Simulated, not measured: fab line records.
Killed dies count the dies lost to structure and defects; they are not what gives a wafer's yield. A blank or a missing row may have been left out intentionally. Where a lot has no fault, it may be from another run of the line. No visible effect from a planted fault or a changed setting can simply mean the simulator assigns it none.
Which tool is to blame? + flow nand-harc + 72 wafers from 24 lots sampled at 5 of the route's 1302 steps

## WHAT THE GAUGES READ, wafer by wafer
NHARC_P_M0_INSPECT_27.
| lot  | measured     | on                | raw-defect-count |
|------|--------------|-------------------|------------------|
| L074 | day 6 15:07  | defect-inspect-01 | 194 312 258      |
| L075 | day 6 20:04  | defect-inspect-02 | 383 352 293      |
| L076 | day 7 09:32  | defect-inspect-01 | 186 115 177      |
| L077 | day 7 16:42  | defect-inspect-01 | 275 170 178      |
| L078 | day 8 03:33  | defect-inspect-01 | 246 224 205      |
| L079 | day 8 04:43  | defect-inspect-02 | 143 277 420      |
| L080 | day 8 14:31  | defect-inspect-01 | 662 257 465      |
| L081 | day 9 07:35  | defect-inspect-02 | 344 384 375      |
| L082 | day 9 10:01  | defect-inspect-02 | 318 437 298      |
| L083 | day 10 06:26 | defect-inspect-02 | 183 210 241      |
| L084 | day 10 09:52 | defect-inspect-01 | 274 213 311      |
| L085 | day 10 22:50 | defect-inspect-02 | 313 183 304      |
| L086 | day 11 02:15 | defect-inspect-02 | 342 262 240      |
| L087 | day 12 00:15 | defect-inspect-02 | 294 281 272      |
| L088 | day 12 12:11 | defect-inspect-01 | 211 324 294      |
| L089 | day 12 17:49 | defect-inspect-02 | 207 474 449      |
| L090 | day 13 13:00 | defect-inspect-01 | 265 200 182      |
| L091 | day 13 13:33 | defect-inspect-02 | 288 208 190      |
| L092 | day 13 22:06 | defect-inspect-01 | 224 222 331      |
| L093 | day 14 06:22 | defect-inspect-02 | 168 166 174      |
| L095 | day 15 03:46 | defect-inspect-01 | 299 426 218      |
| L094 | day 15 04:04 | defect-inspect-02 | 213 242 250      |
| L096 | day 15 05:51 | defect-inspect-01 | 392 343 294      |
| L097 | day 15 18:11 | defect-inspect-02 | 287 240 277      |

NHARC_P_M1_OVL_MEAS_10: pitch 260 nm.
| lot  | measured     | on         | overlay-x-nm (nm) | overlay-y-nm (nm) |
|------|--------------|------------|-------------------|-------------------|
| L074 | day 6 16:35  | overlay-01 | -0.6 -1.3 -0.9    | 0.8 0.0 0.4       |
| L075 | day 6 21:35  | overlay-01 | -0.4 -0.2 -0.5    | 1.2 1.0 0.4       |
| L076 | day 7 10:53  | overlay-02 | 0.5 0.2 0.4       | 0.0 -0.1 0.4      |
| L077 | day 7 18:11  | overlay-02 | 0.9 1.2 0.6       | -1.4 -1.2 -0.9    |
| L078 | day 8 05:02  | overlay-02 | 0.1 0.4 1.0       | 1.3 1.1 0.9       |
| L079 | day 8 06:13  | overlay-02 | -0.6 0.1 -0.4     | 0.2 -0.4 -0.3     |
| L080 | day 8 15:52  | overlay-01 | 0.1 0.5 0.6       | 0.8 1.4 0.7       |
| L081 | day 9 08:56  | overlay-02 | -1.2 -1.2 -0.8    | 0.3 0.1 0.3       |
| L082 | day 9 11:22  | overlay-02 | -0.6 -0.1 -1.0    | 1.2 1.5 1.7       |
| L083 | day 10 08:04 | overlay-01 | -1.2 -1.4 -0.8    | -1.5 -2.0 -1.3    |
| L084 | day 10 11:31 | overlay-01 | -2.3 -2.8 -1.9    | -0.5 -0.9 -0.4    |
| L085 | day 11 00:20 | overlay-02 | -0.6 -0.6 -0.5    | -0.6 -1.1 -0.8    |
| L086 | day 11 04:01 | overlay-02 | 0.9 1.6 1.2       | -0.3 0.2 -0.7     |
| L087 | day 12 01:43 | overlay-01 | -1.1 -1.1 -1.3    | 0.2 0.6 0.8       |
| L088 | day 12 13:34 | overlay-02 | 0.2 1.3 0.9       | 0.7 0.8 0.7       |
| L089 | day 12 19:22 | overlay-02 | 0.2 0.3 -0.3      | -2.5 -2.3 -2.1    |
| L090 | day 13 14:35 | overlay-01 | -0.1 -0.1 -0.6    | 0.1 -0.1 0.0      |
| L091 | day 13 15:12 | overlay-02 | -0.6 -1.3 -0.7    | 0.9 1.4 1.9       |
| L092 | day 13 23:47 | overlay-02 | 0.1 -0.1 0.4      | 0.6 0.6 0.9       |
| L093 | day 14 07:43 | overlay-02 | 1.1 0.8 0.8       | -0.7 -0.3 -0.2    |
| L095 | day 15 05:17 | overlay-02 | 0.5 0.2 -0.1      | 1.3 1.2 1.6       |
| L094 | day 15 05:36 | overlay-02 | 0.5 0.1 0.5       | 0.0 -0.4 -0.1     |
| L096 | day 15 07:23 | overlay-01 | -0.2 0.5 -0.2     | 0.1 -0.6 -0.8     |
| L097 | day 15 19:40 | overlay-02 | -1.6 -0.2 -0.9    | -1.6 -1.0 -0.7    |

## TOOL THAT RAN EACH LOT (tool first, then ch and the chambers of the sampled wafers, then the start)
| lot  | NHARC_P_M0_PVD_21                       | NHARC_P_M0_CMP_23             | NHARC_P_M0_PRE_CLEAN_31         |
|------|-----------------------------------------|-------------------------------|---------------------------------|
| L074 | pvd-sputter-03, day 6 14:39 or earlier  | cmp-02 ch 0,1, day 6 14:39    | pecvd-03 ch 0,1,2, day 6 15:11  |
| L075 | pvd-sputter-03, day 6 19:38 or earlier  | cmp-02 ch 1,2,3, day 6 19:38  | pecvd-03 ch 0,1, day 6 20:09    |
| L076 | pvd-sputter-01, day 7 09:05 or earlier  | cmp-01 ch 0,3, day 7 09:05    | pecvd-01 ch 0,2, day 7 09:37    |
| L077 | pvd-sputter-02, day 7 16:13 or earlier  | cmp-03 ch 0,1,2, day 7 16:13  | pecvd-03 ch 1,2, day 7 16:46    |
| L078 | pvd-sputter-02, day 8 03:03 or earlier  | cmp-02 ch 1,2,3, day 8 03:03  | pecvd-01 ch 0,1,2, day 8 03:38  |
| L079 | pvd-sputter-02, day 8 04:13 or earlier  | cmp-02 ch 0,1,3, day 8 04:13  | pecvd-01 ch 0,1,2, day 8 04:47  |
| L080 | pvd-sputter-02, day 8 14:05 or earlier  | cmp-01 ch 0,1,3, day 8 14:05  | pecvd-02 ch 0,1, day 8 14:35    |
| L081 | pvd-sputter-03, day 9 07:07 or earlier  | cmp-03 ch 0,1,3, day 9 07:07  | pecvd-03 ch 0,1,2, day 9 07:38  |
| L082 | pvd-sputter-02, day 9 09:33 or earlier  | cmp-02 ch 2,3, day 9 09:33    | pecvd-03 ch 0,1,2, day 9 10:05  |
| L083 | pvd-sputter-02, day 10 05:58 or earlier | cmp-03 ch 0,1,3, day 10 05:58 | pecvd-02 ch 0,1, day 10 06:32   |
| L084 | pvd-sputter-01, day 10 09:26 or earlier | cmp-01 ch 0,1,2, day 10 09:26 | pecvd-01 ch 2, day 10 09:58     |
| L085 | pvd-sputter-02, day 10 22:22 or earlier | cmp-01 ch 0,2,3, day 10 22:22 | pecvd-03 ch 0,1, day 10 22:55   |
| L086 | pvd-sputter-03, day 11 01:47 or earlier | cmp-03 ch 0,1,3, day 11 01:47 | pecvd-01 ch 0,2, day 11 02:20   |
| L087 | pvd-sputter-02, day 11 23:47 or earlier | cmp-01 ch 0,2, day 11 23:47   | pecvd-03 ch 0,1, day 12 00:21   |
| L088 | pvd-sputter-02, day 12 11:44 or earlier | cmp-02 ch 0,1,3, day 12 11:44 | pecvd-02 ch 0,2, day 12 12:17   |
| L089 | pvd-sputter-01, day 12 17:21 or earlier | cmp-03 ch 0,1, day 12 17:21   | pecvd-02 ch 0,1,2, day 12 17:58 |
| L090 | pvd-sputter-02, day 13 12:31 or earlier | cmp-03 ch 2,3, day 13 12:31   | pecvd-03 ch 0,1, day 13 13:20   |
| L091 | pvd-sputter-01, day 13 13:05 or earlier | cmp-02 ch 0,2,3, day 13 13:05 | pecvd-01 ch 0,1, day 13 13:37   |
| L092 | pvd-sputter-01, day 13 21:43 or earlier | cmp-02 ch 0,2,3, day 13 21:43 | pecvd-03 ch 0,1,2, day 13 22:13 |
| L093 | pvd-sputter-02, day 14 05:53 or earlier | cmp-01 ch 0,1, day 14 05:53   | pecvd-03 ch 0,1,2, day 14 06:26 |
| L095 | pvd-sputter-01, day 15 03:17 or earlier | cmp-01 ch 1,2, day 15 03:17   | pecvd-02 ch 1,2, day 15 03:50   |
| L094 | pvd-sputter-02, day 15 03:37 or earlier | cmp-02 ch 0,1,3, day 15 03:37 | pecvd-02 ch 1,2, day 15 04:10   |
| L096 | pvd-sputter-01, day 15 05:23 or earlier | cmp-01 ch 0,1,2, day 15 05:23 | pecvd-01 ch 0,1, day 15 05:55   |
| L097 | pvd-sputter-02, day 15 17:46 or earlier | cmp-01 ch 0,1,3, day 15 17:46 | pecvd-02 ch 0,2, day 15 18:15   |
- NHARC_P_M0_PVD_21: deposits Cu, target thk 30 nm, time 20.49 s.
- NHARC_P_M0_CMP_23: polishes, t overpolish 20 s, target thk 117.54 nm.
- NHARC_P_M0_PRE_CLEAN_31: time 12 s.

## AS READ BY THE TOOLS THEMSELVES (means over the sampled wafers that have a number; for cases with no such wafer, the mark the record gives instead)
NHARC_P_M0_PVD_21.
| lot  | tool           | throttle-valve-pct (%) |
|------|----------------|------------------------|
| L074 | pvd-sputter-03 | 29.7                   |
| L075 | pvd-sputter-03 | 29.8                   |
| L076 | pvd-sputter-01 | 30.5                   |
| L077 | pvd-sputter-02 | 28.3                   |
| L078 | pvd-sputter-02 | 29.1                   |
| L079 | pvd-sputter-02 | 28.7                   |
| L080 | pvd-sputter-02 | 28.9                   |
| L081 | pvd-sputter-03 | 29.8                   |
| L082 | pvd-sputter-02 | 28.9                   |
| L083 | pvd-sputter-02 | 29.0                   |
| L084 | pvd-sputter-01 | 30.9                   |
| L085 | pvd-sputter-02 | 28.5                   |
| L086 | pvd-sputter-03 | 29.3                   |
| L087 | pvd-sputter-02 | 28.4                   |
| L088 | pvd-sputter-02 | 28.3                   |
| L089 | pvd-sputter-01 | 30.4                   |
| L090 | pvd-sputter-02 | 28.3                   |
| L091 | pvd-sputter-01 | 31.2                   |
| L092 | pvd-sputter-01 | 31.2                   |
| L093 | pvd-sputter-02 | 28.3                   |
| L095 | pvd-sputter-01 | 30.4                   |
| L094 | pvd-sputter-02 | 28.9                   |
| L096 | pvd-sputter-01 | 31.0                   |
| L097 | pvd-sputter-02 | 29.2                   |

NHARC_P_M0_CMP_23.
| lot  | tool   | motor-current-A (A) | time-to-endpoint-s (s) |
|------|--------|---------------------|------------------------|
| L074 | cmp-02 | 12.9                | 29                     |
| L075 | cmp-02 | 12.3                | 33                     |
| L076 | cmp-01 | 13.0                | 29                     |
| L077 | cmp-03 | 13.4                | 33                     |
| L078 | cmp-02 | 12.0                | 30                     |
| L079 | cmp-02 | 11.7                | 30                     |
| L080 | cmp-01 | 13.0                | 28                     |
| L081 | cmp-03 | 12.8                | 33                     |
| L082 | cmp-02 | 11.7                | 31                     |
| L083 | cmp-03 | 12.8                | 28                     |
| L084 | cmp-01 | 11.7                | 26                     |
| L085 | cmp-01 | 12.7                | 26                     |
| L086 | cmp-03 | 12.9                | 30                     |
| L087 | cmp-01 | 11.6                | 21                     |
| L088 | cmp-02 | 11.9                | 29                     |
| L089 | cmp-03 | 14.2                | 29                     |
| L090 | cmp-03 | 11.6                | 26                     |
| L091 | cmp-02 | 11.3                | 29                     |
| L092 | cmp-02 | 11.3                | 29                     |
| L093 | cmp-01 | 11.5                | 25                     |
| L095 | cmp-01 | 11.2                | 26                     |
| L094 | cmp-02 | 11.7                | 27                     |
| L096 | cmp-01 | 11.6                | 27                     |
| L097 | cmp-01 | 12.9                | 26                     |

NHARC_P_M0_PRE_CLEAN_31.
| lot  | tool     | heater-power-w (W) |
|------|----------|--------------------|
| L074 | pecvd-03 | 588                |
| L075 | pecvd-03 | 609                |
| L076 | pecvd-01 | 649                |
| L077 | pecvd-03 | 563                |
| L078 | pecvd-01 | 666                |
| L079 | pecvd-01 | 648                |
| L080 | pecvd-02 | 651                |
| L081 | pecvd-03 | 623                |
| L082 | pecvd-03 | 603                |
| L083 | pecvd-02 | 701                |
| L084 | pecvd-01 | 633                |
| L085 | pecvd-03 | 635                |
| L086 | pecvd-01 | 666                |
| L087 | pecvd-03 | 644                |
| L088 | pecvd-02 | 639                |
| L089 | pecvd-02 | 637                |
| L090 | pecvd-03 | 659                |
| L091 | pecvd-01 | 652                |
| L092 | pecvd-03 | 633                |
| L093 | pecvd-03 | 616                |
| L095 | pecvd-02 | 605                |
| L094 | pecvd-02 | 614                |
| L096 | pecvd-01 | 686                |
| L097 | pecvd-02 | 598                |

## THE ANSWER, worked out from the rows above alone
Rule: the lots themselves supply what counts as usual. Put in order of their means at a reading, lots are off if they are a third of the lots or fewer, leave a main group of 4 or more, and stand apart from it by a gap of 3 or more times the standard deviation of the main group's means; of several such gaps the widest counts. A main group whose means are all the same, to the digits that the tables above print for the reading, isn't used. Also off: a lot with no number at a reading for which 4 or more lots have one. Any other lot the step has rows for is counted as sound. The gauges are gone through in route order, then the tools' own readings, and for those a lot's mean is taken as printed above. At the first step where some lot is off, the reading lying furthest off is the one used; lots without a number count as furthest.
Across all readings shown, no lot is off: no conclusion can be drawn from this.

## WHAT WAS PUT IN BY THE SIMULATOR
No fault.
